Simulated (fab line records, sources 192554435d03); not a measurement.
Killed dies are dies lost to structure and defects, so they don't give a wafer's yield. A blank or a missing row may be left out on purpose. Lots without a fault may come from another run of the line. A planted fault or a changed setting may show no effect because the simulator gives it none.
fab line records | flow n5_finfet
record lots=7 wafers=39
route steps=1938 shown WELL_APT@26 SD_EPI_P@321 MOL_CONTACT_COAG@559 BEOL_M0_SAQP@658 BEOL_M1@811 BEOL_M3@993 BEOL_M4@1082 BEOL_M5@1191 BEOL_M9@1461 BEOL_M11@1587 MIM_BOT@1833 PASSIVATION@1923
start_h: hours from the record's first day to the start of the lot's first wafer shown | wait_h: hours since the lot's step before | " the same as in the row above | L1.1+2: a row that stands for several wafers | - no value, or no start given | * or withheld: withheld | < > ~ a bound
route shown NAME@n: a module of which the file shows steps, and the number in the route of the first | usual: mean/standard deviation of fault-free wafers | same: alike in all rows | chamber/n: place in a boat | sites: the reading at each site | _std_site: their standard deviation | _edge_site: outer sites' mean less inner sites' | radius_mm: how far each site lies from the wafer's centre | mask NAME#n: copy n | behind: the tool/chamber that last shaped the wafer | hold: why the lot was held/for how many hours/how that ended | device: the transistor (n, p or np) that didn't switch | end of line: the same wafers' tests at the end of the route | a step without rows: its recipe alone | killed: dies lost to structure and defects at the first sort, not the wafer's yield | map: a wafer's dies, x killed, . not, _ none there
set.NAME: the setting as run; set.NAME@STEP: as run at that earlier step | model.NAME: the simulator's own value behind a step, which no gauge read
lots whose settings were changed on purpose; a table a step, a row a wafer
## steps
# step N5_WELL_APT_DEVELOP_07
# recipe develop_time_s=45 rinse_liquid=surfactant_rinse dry=air_spin dev_temp_c=21
# step N5_SD_EPI_P_EPI_21
# recipe material=SiGe:B dopant=B temp_c=550 pressure_torr=20 ambient=H2 time_s=355
# step N5_MOL_CONTACT_COAG_ALD_27
# recipe material=SiOC target_thk_a=170 temp_c=400 ald_precursor_family=carbosiloxane ald_co_reactant=H2-plasma pulse_time_s=1.5 time_s=2720 purge_time_s=2 co_reactant_purge_time_s=2 ald_cycles=340 pressure_torr=2
# step N5_BEOL_M0_SAQP_MANDREL_ETCH_20
# recipe target_depth_a=600 chemistry=HBr/Cl2 target=a-Si stop_on=SiNx bt_time_s=10 mask_material=SOC over_etch_frac=0.5 time_s=30 pressure_mtorr=10 icp_w=800 bias_w=75 HBr_flow_sccm=150 Cl2_flow_sccm=80 ends=end_point
# step N5_BEOL_M1_ALD_84
# recipe material=TaN target_thk_a=* temp_c=275 ald_precursor_family=PDMAT ald_co_reactant=NH3 pressure_torr=3 carrier_flow_sccm=1500 pulse_time_s=2 purge_time_s=3 co_reactant_purge_time_s=2 co_reactant_pulse_time_s=3 ald_cycles=30 precursor_vessel_temp_c=75 precursor_vessel_pressure_torr=26.25 precursor_vessel_carrier_sccm=1000
# step N5_BEOL_M3_CVD_47
# recipe material=Co target_thk_a=30 temp_c=withheld precursor=CCTBA/H2 pressure_torr=30 time_s=223.8
# step N5_BEOL_M4_SURFACE_TREAT_85
# recipe gas=Ar time_s=* ion_energy_ev=* ion_current_ma_cm2=0.5 pressure_mtorr=* ar_flow_sccm=30
# step N5_BEOL_M5_DEP_56
# recipe material=SiCN target_thk_a=80 temp_c=withheld precursor=3MS/NH3 pressure_torr=3 rf_w=202 time_s=14
# step N5_BEOL_M9_SPUTTER_48
# recipe material=Cu target_thk_a=120 temp_c=-20 bias_v=60 power_w=26000 chamber_pressure_pa=0.13 time_s=2
# step N5_BEOL_M11_CURE_72
# recipe temp_c=370 time_s=120 ambient=DMADMS/He material=SiCOH_lowk
# step N5_MIM_BOT_SPUTTER_00
# recipe material=TiN target_thk_a=350 temp_c=200 power_w=3000 chamber_pressure_pa=0.49996 gas=Ar reactive_partial_pa=0.37997 time_s=89.7
# step N5_PASSIVATION_DEVELOP_43
# recipe develop_time_s=60 rinse_liquid=diw dry=air_spin dev_temp_c=21
# step N5_PASSIVATION_PROBE_49
# usual sort_bin_6_memory=3.3/0.63
# columns lot.wafer tool chamber start_h wait_h set.develop_time_s@WELL_APT_DEVELOP_07 set.epi_growth_time_s@SD_EPI_P_EPI_21 set.ald_cycles@MOL_CONTACT_COAG_ALD_27 set.target_depth_a@BEOL_M0_SAQP_MANDREL_ETCH_20 set.ald_cycles@BEOL_M1_ALD_84 set.target_thk_a@BEOL_M3_CVD_47 set.time_s@BEOL_M4_SURFACE_TREAT_85 set.target_thk_a@BEOL_M5_DEP_56 set.target_thk_a@BEOL_M9_SPUTTER_48 set.time_s@BEOL_M11_CURE_72 set.target_thk_a@MIM_BOT_SPUTTER_00 set.develop_time_s@PASSIVATION_DEVELOP_43 sort_bin_6_memory[%]
L075.1 prober-02 - 337.36 0.0 45 355 340 480.2 30 30 * 80 54.61 120 267.7 32.43 6.9
L075.2 prober-02 - 337.41 0.1 45 355 340 600 23 43.4 * 80 54.61 71.48 350 32.43 7.7
L075.3 prober-02 - 337.46 0.1 45 300.3 340 600 23 30 * 80 120 71.48 350 60 3.0
L075.4 prober-02 - 337.51 0.2 45 300.3 340 600 30 43.4 * 32.54 54.61 71.48 267.7 60 8.3
L075.5 prober-02 - 337.56 0.2 45 355 340 480.2 30 43.4 * 32.54 120 120 267.7 32.43 3.3
L075.6 prober-02 - 337.61 0.3 45 300.3 340 480.2 23 30 * 32.54 120 120 350 60 2.9
L077.1 prober-01 - 341.28 0.0 45 355 541 397.9 30 37.46 * 43.7 120 147.7 206.9 95.9 3.2
L077.2 prober-01 - 341.33 0.1 70.97 355 340 397.9 42 30 * 80 120 120 206.9 95.9 4.4
L077.3 prober-01 - 341.38 0.1 70.97 492.2 541 600 30 30 * 80 94.83 147.7 350 60 3.6
L077.4 prober-01 - 341.43 0.2 70.97 355 541 600 42 30 * 43.7 94.83 147.7 206.9 60 3.0
L077.5 prober-01 - 341.48 0.2 45 492.2 340 397.9 42 37.46 * 43.7 94.83 120 350 95.9 5.2
L077.6 prober-01 - 341.53 0.3 45 492.2 340 600 30 37.46 * 80 120 120 350 60 3.5
L089.1 prober-01 - 420.31 0.0 45 355 393 600 30 30 * 100 174.6 120 350 60 2.7
L089.2 prober-01 - 420.36 0.1 31.1 355 340 772.6 13 16.02 * 100 120 120 350 25.75 3.2
L089.3 prober-01 - 420.41 0.1 31.1 149.7 393 600 13 30 * 80 120 120 257.4 60 2.4
L089.4 prober-01 - 420.46 0.2 45 149.7 393 772.6 30 16.02 * 100 120 120 257.4 60 3.1
L089.5 prober-01 - 420.51 0.2 45 149.7 340 600 30 16.02 * 80 174.6 120 257.4 25.75 3.1
L089.6 prober-01 - 420.56 0.3 31.1 355 340 772.6 13 30 * 80 174.6 120 350 25.75 2.4
L090.1 prober-02 - 439.54 0.0 45 213.7 340 600 30 15.09 * 80 120 157.5 181.1 73.85 5.3
L090.2 prober-02 - 439.59 0.1 45 355 503 600 30 15.09 * 80 147.2 157.5 350 73.85 3.5
L090.3 prober-02 - 439.64 0.1 45 355 340 600 30 30 * 80 147.2 120 350 60 4.2
L090.4 prober-02 - 439.69 0.2 45 355 503 600 30 15.09 * 80 120 120 181.1 60 4.2
L090.5 prober-02 - 439.74 0.2 45 213.7 340 600 30 30 * 80 147.2 120 181.1 73.85 4.2
L090.6 prober-02 - 439.79 0.3 45 213.7 503 600 30 30 * 80 120 157.5 350 60 4.2
L095.1 prober-01 - 461.53 0.0 52.48 355 340 276.7 42 30 * 94.16 56.83 120 350 60 6.5
L095.2 prober-01 - 461.58 0.1 52.48 355 340 276.7 30 30 * 94.16 56.83 120 350 90.38 6.8
L095.3 prober-01 - 461.63 0.1 45 355 340 600 42 30 * 94.16 120 120 350 90.38 2.6
L095.4 prober-01 - 461.68 0.2 52.48 355 340 600 30 30 * 80 120 120 350 60 3.1
L095.5 prober-01 - 461.73 0.2 45 355 340 276.7 30 30 * 80 120 120 350 60 3.0
L095.6 prober-01 - 461.78 0.3 45 355 340 600 42 30 * 80 56.83 120 350 90.38 7.6
L096.1 prober-02 - 463.50 0.0 55.78 560.5 340 600 30 30 * 80 178.5 180.7 277.2 60 3.6
L096.2 prober-02 - 463.55 0.1 45 355 340 600 38 19.27 * 80 178.5 180.7 350 60 3.4
L096.3 prober-02 - 463.60 0.1 45 355 340 600 30 19.27 * 45.16 178.5 120 350 76.65 2.5
L096.4 prober-02 - 463.65 0.2 55.78 560.5 340 600 30 19.27 * 45.16 120 180.7 277.2 76.65 3.9
L096.5 prober-02 - 463.70 0.2 45 560.5 340 600 38 30 * 45.16 120 120 350 76.65 3.1
L096.6 prober-02 - 463.75 0.3 55.78 355 340 600 38 30 * 80 120 120 277.2 60 3.8
L097.3 prober-01 - 469.32 0.1 45 355 340 600 30 30 * 80 120 120 350 60 3.1
L097.4 prober-01 - 469.37 0.2 45 355 340 600 30 30 * 80 120 120 350 60 3.0
L097.5 prober-01 - 469.42 0.2 45 355 340 600 30 30 * 80 120 120 350 60 3.3
# killed by level:class
L075.1 BEOL_M9:interface_void_opened=138 BEOL_M0_SAQP:geometric_particle:short=9 BEOL_M0_SAQP:geometric_particle:open=9 MOL_CONTACT_COAG:geometric_particle:open=8 BEOL_M4:geometric_particle:open=8 FIN_SAQP:geometric_particle:short=5 BEOL_M0:geometric_particle:open=5 BEOL_M3:geometric_particle:open=5
L075.2 BEOL_M9:interface_void_opened=155 M1:area_ald=25 BEOL_M3:area_ecd=18 MOL_CONTACT_COAG:geometric_particle:open=11 BEOL_M2:geometric_particle:open=8 FIN_SAQP:geometric_particle:short=5 DUMMY_GATE:geometric_particle:open=5 MOL_CONTACT_COAG:geometric_particle:short=5
L075.3 M1:area_ald=36 FIN_SAQP:geometric_particle:open=7 MOL_CONTACT_COAG:geometric_particle:open=7 BEOL_M2:geometric_particle:open=7 BEOL_M0_SAQP:geometric_particle:short=5 DUMMY_GATE:geometric_particle:open=4 GATE_CUT:geometric_particle:short=4 BEOL_M0_SAQP:geometric_particle:open=4
L075.4 BEOL_M9:interface_void_opened=160 BEOL_M3:area_ecd=16 FIN_SAQP:geometric_particle:open=14 MOL_CONTACT_COAG:geometric_particle:open=13 BEOL_M0_SAQP:geometric_particle:short=7 STARTING-WAFER:geometric_particle:short=6 BEOL_M4:geometric_particle:open=5 MOL_CONTACT_COAG:geometric_particle:short=4
L075.5 MOL_CONTACT_COAG:geometric_particle:open=14 BEOL_M0_SAQP:geometric_particle:open=10 BEOL_M4:geometric_particle:open=8 FIN_SAQP:geometric_particle:short=7 BEOL_M0_SAQP:geometric_particle:short=7 BEOL_M1:geometric_particle:open=7 ILD0:geometric_particle:open=6 BEOL_M2:geometric_particle:open=5
L075.6 M1:area_ald=36 MOL_CONTACT_COAG:geometric_particle:open=18 BEOL_M0_SAQP:geometric_particle:open=12 BEOL_M0_SAQP:geometric_particle:short=8 FIN_SAQP:geometric_particle:open=7 GATE_CUT:geometric_particle:short=6 BEOL_M3:geometric_particle:open=5 BEOL_M4:geometric_particle:open=5
L077.1 BEOL_M0_SAQP:area_etch=208 MOL_CONTACT_COAG:geometric_particle:open=10 FIN_SAQP:geometric_particle:short=8 STI_FIN_REVEAL:geometric_particle:open=7 BEOL_M4:geometric_particle:open=7 BEOL_M3:geometric_particle:open=6 FIN_SAQP:geometric_particle:open=5 BEOL_M0_SAQP:geometric_particle:short=5
L077.2 BEOL_M0_SAQP:area_etch=340 FIN_SAQP:geometric_particle:open=34 MOL_CONTACT_COAG:geometric_particle:open=16 STI_FIN_REVEAL:geometric_particle:open=11 FIN_SAQP:geometric_particle:short=9 BEOL_M3:geometric_particle:open=8 BEOL_M0_SAQP:geometric_particle:open=6 BEOL_M2:geometric_particle:open=6
L077.3 FIN_SAQP:geometric_particle:open=15 STI_FIN_REVEAL:geometric_particle:open=11 BEOL_M3:geometric_particle:open=8 FIN_SAQP:geometric_particle:short=6 BEOL_M0:geometric_particle:open=6 BEOL_M4:geometric_particle:open=6 MOL_CONTACT_COAG:geometric_particle:open=5 BEOL_M0_SAQP:geometric_particle:short=5
L077.4 DUMMY_GATE:geometric_particle:open=9 FIN_SAQP:geometric_particle:open=8 STI_FIN_REVEAL:geometric_particle:open=7 GATE_CUT:geometric_particle:short=5 BEOL_M3:geometric_particle:open=5 BEOL_M0_SAQP:geometric_particle:short=4 FIN_SAQP:geometric_particle:short=4 BEOL_M0:geometric_particle:open=4
L077.5 BEOL_M0_SAQP:area_etch=413 STI_FIN_REVEAL:geometric_particle:open=15 FIN_SAQP:geometric_particle:open=14 FIN_SAQP:geometric_particle:short=9 BEOL_M4:geometric_particle:open=9 BEOL_M0_SAQP:geometric_particle:short=7 BEOL_M0_SAQP:geometric_particle:open=6 BEOL_M2:geometric_particle:open=6
L077.6 FIN_SAQP:geometric_particle:open=12 MOL_CONTACT_COAG:geometric_particle:open=12 BEOL_M3:geometric_particle:open=11 STI_FIN_REVEAL:geometric_particle:open=9 BEOL_M2:geometric_particle:open=9 FIN_SAQP:geometric_particle:short=7 BEOL_M0_SAQP:geometric_particle:open=6 BEOL_M2:geometric_particle:short=5
L089.1 BEOL_M0_SAQP:geometric_particle:open=10 STI_FIN_REVEAL:geometric_particle:open=8 MOL_CONTACT_COAG:geometric_particle:open=8 BEOL_M0_SAQP:geometric_particle:short=7 BEOL_M1:geometric_particle:open=7 BEOL_M3:geometric_particle:open=6 BEOL_M2:geometric_particle:open=5 FIN_SAQP:geometric_particle:short=4
L089.2 M1:area_ald=463 BEOL_M1:geometric_particle:open=14 BEOL_M0_SAQP:geometric_particle:short=10 FIN_SAQP:geometric_particle:short=8 STI_FIN_REVEAL:geometric_particle:open=8 MOL_CONTACT_COAG:geometric_particle:open=8 BEOL_M0_SAQP:geometric_particle:open=8 STARTING-WAFER:geometric_particle:short=4
L089.3 M1:area_ald=473 BEOL_M1:geometric_particle:open=17 MOL_CONTACT_COAG:geometric_particle:open=10 BEOL_M2:geometric_particle:open=9 FIN_SAQP:geometric_particle:short=8 BEOL_M3:geometric_particle:open=7 STI_FIN_REVEAL:geometric_particle:open=5 FIN_SAQP:geometric_particle:open=4
L089.4 STI_FIN_REVEAL:geometric_particle:open=11 FIN_SAQP:geometric_particle:open=9 BEOL_M2:geometric_particle:open=8 BEOL_M0_SAQP:geometric_particle:short=7 BEOL_M4:geometric_particle:short=7 GATE_CUT:geometric_particle:short=6 BEOL_M1:geometric_particle:open=6 MOL_CONTACT_COAG:geometric_particle:open=6
L089.5 BEOL_M0_SAQP:geometric_particle:open=10 BEOL_M4:geometric_particle:open=10 BEOL_M0_SAQP:geometric_particle:short=8 BEOL_M1:geometric_particle:open=8 DUMMY_GATE:geometric_particle:open=7 STI_FIN_REVEAL:geometric_particle:open=6 FIN_SAQP:geometric_particle:short=5 MOL_CONTACT_COAG:geometric_particle:open=5
L089.6 M1:area_ald=469 FIN_SAQP:geometric_particle:short=13 BEOL_M1:geometric_particle:open=8 FIN_SAQP:geometric_particle:open=5 BEOL_M2:geometric_particle:open=5 MOL_CONTACT_COAG:geometric_particle:open=4 BEOL_M4:geometric_particle:open=4 BEOL_M0_SAQP:geometric_particle:open=4
L090.1 BEOL_M0_SAQP:geometric_particle:open=19 BEOL_M0_SAQP:geometric_particle:short=19 BEOL_M4:geometric_particle:open=10 FIN_SAQP:geometric_particle:open=9 BEOL_M3:geometric_particle:open=8 MOL_CONTACT_COAG:geometric_particle:open=7 BEOL_M2:geometric_particle:open=7 STI_FIN_REVEAL:geometric_particle:open=4
L090.2 BEOL_M2:geometric_particle:open=13 MOL_CONTACT_COAG:geometric_particle:open=12 FIN_SAQP:geometric_particle:open=9 STI_FIN_REVEAL:geometric_particle:open=9 BEOL_M0_SAQP:geometric_particle:short=9 FIN_SAQP:geometric_particle:short=8 BEOL_M3:geometric_particle:open=8 DUMMY_GATE:geometric_particle:open=7
L090.3 BEOL_M0_SAQP:geometric_particle:open=15 MOL_CONTACT_COAG:geometric_particle:open=13 FIN_SAQP:geometric_particle:open=12 FIN_SAQP:geometric_particle:short=9 STI_FIN_REVEAL:geometric_particle:open=9 BEOL_M2:geometric_particle:open=8 BEOL_M0_SAQP:geometric_particle:short=7 BEOL_M4:geometric_particle:open=5
L090.4 FIN_SAQP:geometric_particle:open=10 BEOL_M3:geometric_particle:open=9 GATE_CUT:geometric_particle:short=7 FIN_SAQP:geometric_particle:short=6 DUMMY_GATE:geometric_particle:open=6 ILD0:geometric_particle:short=6 MOL_CONTACT_COAG:geometric_particle:open=6 GATE_CUT:geometric_particle:open=5
L090.5 FIN_SAQP:geometric_particle:open=16 BEOL_M3:geometric_particle:open=11 BEOL_M0_SAQP:geometric_particle:open=10 BEOL_M2:geometric_particle:open=9 FIN_SAQP:geometric_particle:short=8 STI_FIN_REVEAL:geometric_particle:open=6 GATE_CUT:geometric_particle:short=5 BEOL_M4:geometric_particle:open=5
L090.6 STI_FIN_REVEAL:geometric_particle:open=18 BEOL_M3:geometric_particle:open=13 BEOL_M0_SAQP:geometric_particle:short=9 GATE_CUT:geometric_particle:short=8 MOL_CONTACT_COAG:geometric_particle:open=8 BEOL_M4:geometric_particle:open=6 FIN_SAQP:geometric_particle:short=5 GATE_CUT:geometric_particle:open=5
L095.1 BEOL_M0_SAQP:area_etch=964 BEOL_M9:interface_void_opened=121 BEOL_M4:geometric_particle:open=13 BEOL_M0_SAQP:geometric_particle:short=12 STI_FIN_REVEAL:geometric_particle:open=10 BEOL_M0_SAQP:geometric_particle:open=8 MOL_CONTACT_COAG:geometric_particle:open=6 BEOL_M3:geometric_particle:open=5
L095.2 BEOL_M0_SAQP:area_etch=959 BEOL_M9:interface_void_opened=120 BEOL_M0_SAQP:geometric_particle:short=13 BEOL_M0_SAQP:geometric_particle:open=11 BEOL_M3:geometric_particle:open=10 MOL_CONTACT_COAG:geometric_particle:open=8 FIN_SAQP:geometric_particle:open=5 BEOL_M4:geometric_particle:open=5
L095.3 BEOL_M0_SAQP:geometric_particle:open=12 BEOL_M3:geometric_particle:open=10 BEOL_M0_SAQP:geometric_particle:short=9 STARTING-WAFER:geometric_particle:short=8 MOL_CONTACT_COAG:geometric_particle:open=7 GATE_CUT:geometric_particle:short=6 BEOL_M3:geometric_particle:short=4 BEOL_M4:geometric_particle:open=4
L095.4 MOL_CONTACT_COAG:geometric_particle:open=11 STI_FIN_REVEAL:geometric_particle:open=8 BEOL_M0_SAQP:geometric_particle:short=7 BEOL_M0_SAQP:geometric_particle:open=7 BEOL_M1:geometric_particle:open=7 BEOL_M4:geometric_particle:open=6 MOL_CONTACT_COAG:geometric_particle:short=4 BEOL_M3:geometric_particle:open=4
L095.5 BEOL_M0_SAQP:area_etch=1093 BEOL_M0_SAQP:geometric_particle:open=10 BEOL_M0_SAQP:geometric_particle:short=8 BEOL_M2:geometric_particle:open=7 BEOL_M3:geometric_particle:open=6 FIN_SAQP:geometric_particle:open=4 FIN_SAQP:geometric_particle:short=4 STI_FIN_REVEAL:geometric_particle:open=4
L095.6 BEOL_M9:interface_void_opened=125 BEOL_M0_SAQP:geometric_particle:short=17 BEOL_M0_SAQP:geometric_particle:open=17 FIN_SAQP:geometric_particle:open=10 BEOL_M4:geometric_particle:open=9 BEOL_M2:geometric_particle:open=9 BEOL_M3:geometric_particle:open=9 STI_FIN_REVEAL:geometric_particle:open=7
L096.1 BEOL_M2:geometric_particle:open=11 MOL_CONTACT_COAG:geometric_particle:open=9 BEOL_M0_SAQP:geometric_particle:short=9 BEOL_M4:geometric_particle:open=9 BEOL_M0_SAQP:geometric_particle:open=8 FIN_SAQP:geometric_particle:short=6 BEOL_M0:geometric_particle:open=5 BEOL_M3:geometric_particle:open=5
L096.2 MOL_CONTACT_COAG:geometric_particle:open=13 BEOL_M0_SAQP:geometric_particle:short=12 STI_FIN_REVEAL:geometric_particle:open=8 BEOL_M0_SAQP:geometric_particle:open=7 GATE_CUT:geometric_particle:open=6 BEOL_M2:geometric_particle:open=6 BEOL_M4:geometric_particle:open=6 BEOL_M0:geometric_particle:open=5
L096.3 BEOL_M0_SAQP:geometric_particle:short=17 BEOL_M0_SAQP:geometric_particle:open=11 BEOL_M3:geometric_particle:open=11 BEOL_M4:geometric_particle:open=8 BEOL_M0:geometric_particle:open=6 MOL_CONTACT_COAG:geometric_particle:open=5 BEOL_M4:geometric_particle:short=4 STI_FIN_REVEAL:geometric_particle:open=3
L096.4 BEOL_M3:geometric_particle:open=14 BEOL_M0_SAQP:geometric_particle:open=13 BEOL_M2:geometric_particle:open=10 MOL_CONTACT_COAG:geometric_particle:open=9 BEOL_M0_SAQP:geometric_particle:short=6 FIN_SAQP:geometric_particle:short=5 GATE_CUT:geometric_particle:short=5 BEOL_M3:geometric_particle:short=5
L096.5 BEOL_M4:geometric_particle:open=12 BEOL_M0_SAQP:geometric_particle:open=8 STI_FIN_REVEAL:geometric_particle:open=7 BEOL_M0_SAQP:geometric_particle:short=7 BEOL_M4:geometric_particle:short=7 FIN_SAQP:geometric_particle:short=5 MOL_CONTACT_COAG:geometric_particle:open=5 BEOL_M3:geometric_particle:open=5
L096.6 MOL_CONTACT_COAG:geometric_particle:open=16 BEOL_M4:geometric_particle:open=13 BEOL_M0_SAQP:geometric_particle:short=12 DUMMY_GATE:geometric_particle:open=9 BEOL_M0_SAQP:geometric_particle:open=7 FIN_SAQP:geometric_particle:short=6 BEOL_M3:geometric_particle:open=6 FIN_SAQP:geometric_particle:open=5
L097.3 MOL_CONTACT_COAG:geometric_particle:open=11 BEOL_M4:geometric_particle:open=8 BEOL_M2:geometric_particle:open=7 FIN_SAQP:geometric_particle:short=6 DUMMY_GATE:geometric_particle:open=5 MOL_CONTACT_COAG:geometric_particle:short=4 BEOL_M3:geometric_particle:open=4 GATE_CUT:geometric_particle:short=3
L097.4 STI_FIN_REVEAL:geometric_particle:open=11 GATE_CUT:geometric_particle:short=10 FIN_SAQP:geometric_particle:open=8 BEOL_M2:geometric_particle:open=6 BEOL_M3:geometric_particle:open=6 FIN_SAQP:geometric_particle:short=5 BEOL_M0_SAQP:geometric_particle:open=4 GATE_CUT:geometric_particle:open=4
L097.5 FIN_SAQP:geometric_particle:short=10 FIN_SAQP:geometric_particle:open=9 STI_FIN_REVEAL:geometric_particle:open=8 DUMMY_GATE:geometric_particle:open=7 BEOL_M0_SAQP:geometric_particle:short=6 BEOL_M2:geometric_particle:open=5 BEOL_M0:geometric_particle:open=4 STARTING-WAFER:geometric_particle:short=4
## key
split step=N5_WELL_APT_DEVELOP_07 setting=develop_time_s stated_as=45
response none clear
split step=N5_SD_EPI_P_EPI_21 setting=epi_growth_time_s stated_as=355
response none clear
split step=N5_MOL_CONTACT_COAG_ALD_27 setting=ald_cycles stated_as=340
response none clear
split step=N5_BEOL_M0_SAQP_MANDREL_ETCH_20 setting=target_depth_a stated_as=600
response none clear
split step=N5_BEOL_M1_ALD_84 setting=ald_cycles stated_as=30
response none clear
split step=N5_BEOL_M3_CVD_47 setting=target_thk_a stated_as=30
response none clear
split step=N5_BEOL_M4_SURFACE_TREAT_85 setting=time_s stated_as=*
response none clear
split step=N5_BEOL_M5_DEP_56 setting=target_thk_a stated_as=80
response none clear
split step=N5_BEOL_M9_SPUTTER_48 setting=target_thk_a stated_as=120
response step=N5_PASSIVATION_PROBE_49 reading=sort_bin_6_memory slope=-0.0484 per=1% together_with=all explained=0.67
split step=N5_BEOL_M11_CURE_72 setting=time_s stated_as=120
response none clear
split step=N5_MIM_BOT_SPUTTER_00 setting=target_thk_a stated_as=350
response none clear
split step=N5_PASSIVATION_DEVELOP_43 setting=develop_time_s stated_as=60
response none clear
